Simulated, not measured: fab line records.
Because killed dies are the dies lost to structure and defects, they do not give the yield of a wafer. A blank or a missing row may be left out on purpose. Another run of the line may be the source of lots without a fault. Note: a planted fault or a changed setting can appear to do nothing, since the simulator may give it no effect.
A lot that was struck, set against a sound lot / flow nand-harc / 20 steps out of a route of 1302
Sound: the wafers L933.1, L933.4, L933.5. Struck: wafers L923.1, L923.3, L923.5. The cause comes at the end.
Order at every step that has rows: each side's tool, ch and its chambers, its first start. Under that, the readings that differ: sound wafers / struck wafers / difference of the means / sigmas: that difference in standard deviations of wafers without a fault.
alike: readings with means less than 2 such deviations apart, plus words and numbers identical on both sides. not compared: withheld readings, readings lacking a value on some wafer, bounds such as >300 that could conceal the same value, and numbers that have no deviation in the record and whose values overlap.
Wherever a step has rows on one side only, a row that says differs or no value, or a row with sigmas, the two part there. Non-overlapping numbers with no deviation appear without sigmas and do not part them. A reading that every wafer of one side lacks parts them only if that side has two wafers or more.

first, 1 step without rows for these wafers: NHARC_A_STAIRCASE_HARDBAKE_442 (time 140 s).
NHARC_A_STAIRCASE_DESCUM_443: chemistry O2, time 3 s.
  sound on rie-diel-02 ch 0,2,3, day 25 18:02; struck on rie-diel-02 ch 1,2, day 21 08:44
  alike: drypump-motor-current-A, o2-flow-sccm, oes-product-au, rf-vpp-V, showerhead-plenum-p-Torr, throttle-valve-pct
  not compared: rf-hours-counter-h
NHARC_A_STAIRCASE_ETCH_444: etches the open film in C4F8/O2, target depth 20400 nm, time 6800 s.
  sound on rie-diel-02 ch 0,2, day 25 18:07; struck on rie-diel-02 ch 2,3, day 21 08:49
  alike: oes-product-au, rf-vpp-V
  not compared: rf-hours-counter-h
NHARC_A_STAIRCASE_STRIP_446: strips in O2.
  sound on plasma-asher-01 ch 1, day 25 22:32; struck on plasma-asher-01 ch 0,1, day 21 13:16
  alike: drypump-motor-current-A, heater-power-w, rf-refl-power-W
  not compared: rf-hours-counter-h
then, 4 steps without rows for these wafers: NHARC_A_STAIRCASE_STRIP_447 (strips in SPM, time 900 s); NHARC_A_STAIRCASE_PRECLEAN_448 (cleans in SC1); NHARC_A_STAIRCASE_SRD_449; NHARC_A_STAIRCASE_CMP_450 (polishes SiO2, target thk 200 nm).
NHARC_A_STAIRCASE_CMP_152: polishes.
  sound on cmp-01 ch 1,2,3, day 25 23:23; struck on cmp-01 ch 1,2, day 21 14:05
  alike: motor-current-A
after that, 1 step had no rows for these wafers: NHARC_A_STAIRCASE_SRD_154.
NHARC_A_STAIRCASE_ETCH_403: etches SiO2 in dHF, target depth 108.2 nm.
  sound on wet-bench-05 ch 3,5,7, day 25 23:41; struck on wet-bench-09 ch 2,3,5, day 21 14:24
NHARC_A_STAIRCASE_ETCHBACK_422: etches the open film in CH3F/O2, target depth 40 nm, time 74.286 s.
  sound on rie-diel-02 ch 0,2,3, day 25 23:50; struck on rie-diel-02 ch 1,3, day 21 14:34
  alike: drypump-motor-current-A, o2-flow-sccm, oes-product-au, rf-vpp-V, showerhead-plenum-p-Torr, throttle-valve-pct
  not compared: rf-hours-counter-h
then, 6 steps without rows for these wafers: NHARC_A_STAIRCASE_ETCH_423 (etches SiO2 in dHF, target depth 30 nm); NHARC_A_STAIRCASE_ETCHBACK_157 (etches the open film in CH3F/O2, target depth 90 nm, time 167.14 s); NHARC_A_STAIRCASE_STRIP_475 (strips in O2, time 20 s); NHARC_A_STAIRCASE_DEP_471 (deposits SiO2, target thk 100 nm); NHARC_A_STAIRCASE_CMP_472 (polishes SiO2); NHARC_A_STAIRCASE_SRD_474.
NHARC_A_STAIRCASE_INSPECT_155:
  sound: defect-inspect-02 at day 26 01:34; struck: defect-inspect-01 at day 21 15:53
  alike: raw-defect-count
-- jump in the record: it breaks off in module A_STAIRCASE and resumes in module END (first step shown: number 1302 of the route), and 5 days separate the struck wafers' starts before and after --
NHARC_END_SORT_01:
  sound on prober-02 ch 0, day 31 15:01; struck on prober-01 ch 0, day 26 23:23
reading=killed-at-array; sound=87 79 69; struck=671 676 674; difference=+595; sigmas=+31
reading=killed-dies; sound=95 84 73; struck=677 677 677; difference=+593; sigmas=+31
  alike: killed-at-other, killed-at-periphery, killed-open, killed-short

## WHERE THEY PART
NHARC_END_SORT_01 only, going by this record.

WHY: what had been put in by the simulator
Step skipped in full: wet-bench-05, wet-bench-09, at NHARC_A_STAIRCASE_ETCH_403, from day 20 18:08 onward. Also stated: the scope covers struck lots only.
